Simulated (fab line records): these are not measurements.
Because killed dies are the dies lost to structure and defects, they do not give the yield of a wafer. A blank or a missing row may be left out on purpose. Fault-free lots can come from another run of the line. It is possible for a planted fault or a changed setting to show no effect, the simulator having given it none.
Lot-split experiment + flow n5_finfet + 21 wafers read across 7 lots, on a route 1938 steps long

== SPLIT DETAILS ==
At N5_BEOL_M7_TRENCH_ETCH_37 (etches SiCOH lowk in C4F6/O2, target depth 93.478 nm, time 31.2 s), the setting bias_w was moved away from the recipe's 185 W on 9 of the 21 wafers read, by -13.5% to +16.8%. All remaining wafers had this setting at the recipe value.

The reading is taken at the split's own step.

== THE READING ==
rf_vpp_V, in V, at N5_BEOL_M7_TRENCH_ETCH_37 (etches SiCOH lowk in C4F6/O2, target depth 93.478 nm, time 31.2 s). On this fab line, fault-free wafers typically give 662 V with a standard deviation of 8.7 V.

| wafer  | tool, chamber at the split | bias_w as run, W | against the recipe | rf_vpp_V, V | against lot-mates on the recipe |
|--------|----------------------------|------------------|--------------------|-------------|---------------------------------|
| L077.2 | rie_diel-06, 1             | 185              | recipe             | 653         | -                               |
| L077.4 | rie_diel-06, 0             | 160              | -13.5%             | 590         | -72                             |
| L077.6 | rie_diel-06, 2             | 185              | recipe             | 671         | -                               |
| L081.2 | rie_diel-02, 3             | 185              | recipe             | 663         | -                               |
| L081.5 | rie_diel-02, 0             | 185              | recipe             | 669         | -                               |
| L081.6 | rie_diel-02, 1             | 185              | recipe             | 653         | -                               |
| L082.4 | rie_diel-06, 3             | 170.6            | -7.8%              | 635         | -36                             |
| L082.5 | rie_diel-06, 3             | 185              | recipe             | 678         | -                               |
| L082.6 | rie_diel-06, 0             | 185              | recipe             | 663         | -                               |
| L087.1 | rie_diel-02, 0             | 185              | recipe             | 669         | -                               |
| L087.4 | rie_diel-02, 2             | 185              | recipe             | 655         | -                               |
| L087.6 | rie_diel-02, 1             | 165.6            | -10.5%             | 598         | -64                             |
| L086.1 | rie_diel-06, 1             | 216.1            | +16.8%             | 738         | no lot-mate on the recipe       |
| L086.3 | rie_diel-06, 3             | 216.1            | +16.8%             | 765         | no lot-mate on the recipe       |
| L086.6 | rie_diel-06, 1             | 216.1            | +16.8%             | 738         | no lot-mate on the recipe       |
| L090.2 | rie_diel-06, 0             | 185              | recipe             | 663         | -                               |
| L090.3 | rie_diel-06, 2             | 204.7            | +10.6%             | 727         | +65                             |
| L090.6 | rie_diel-06, 0             | 185              | recipe             | 661         | -                               |
| L095.1 | rie_diel-06, 2             | 185              | recipe             | 670         | -                               |
| L095.3 | rie_diel-06, 1             | 199.6            | +7.9%              | 691         | +21                             |
| L095.4 | rie_diel-06, 0             | 199.6            | +7.9%              | 703         | +33                             |

THE FIT
A straight line over all 21 wafers: rf_vpp_V changes by +5.1 V for each +1% of bias_w; r = +0.98; the points scatter about the line by 9.5 V.
The same after taking each lot's own level away (the mean of its wafers on the recipe; 18 wafers): +5.13 V for each +1%; r = +0.97; scatter 8.5 V.
On that fit, the largest move of bias_w shifts the reading by 86 V.
The span of the lots' own levels, 661.7 to 670.5 V, comes to 1.0 times the standard deviation stated above.
The two slopes are in agreement: the lot-to-lot level therefore moves the slope only a little.
Check: -70 V against its lot-mates is what the line predicts for one of the wafers moved furthest among these (-13.5%) when that wafer is left out of the fit. Against them it came out at -72 V.
Tool readings at the split's step, against how far the setting was moved: rf_vpp_V r = +0.98.

== OTHER SPLITS ON THESE WAFERS ==
Other splits were also applied to these wafers ahead of the reading. Each is held against what the fit with the lots' levels taken away leaves over:
| other split on the same wafers | wafers away from the commonest value | r with rf_vpp_V (lot level and that fit taken away) |
|--------------------------------|--------------------------------------|-----------------------------------------------------|
| N5_BEOL_M7_VIA_ETCH_34 time_s  | 7                                    | -0.25                                               |

== FILE'S OWN FIT ==
rf_vpp_V changes by +5.32 V for each +1% of bias_w, r = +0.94.
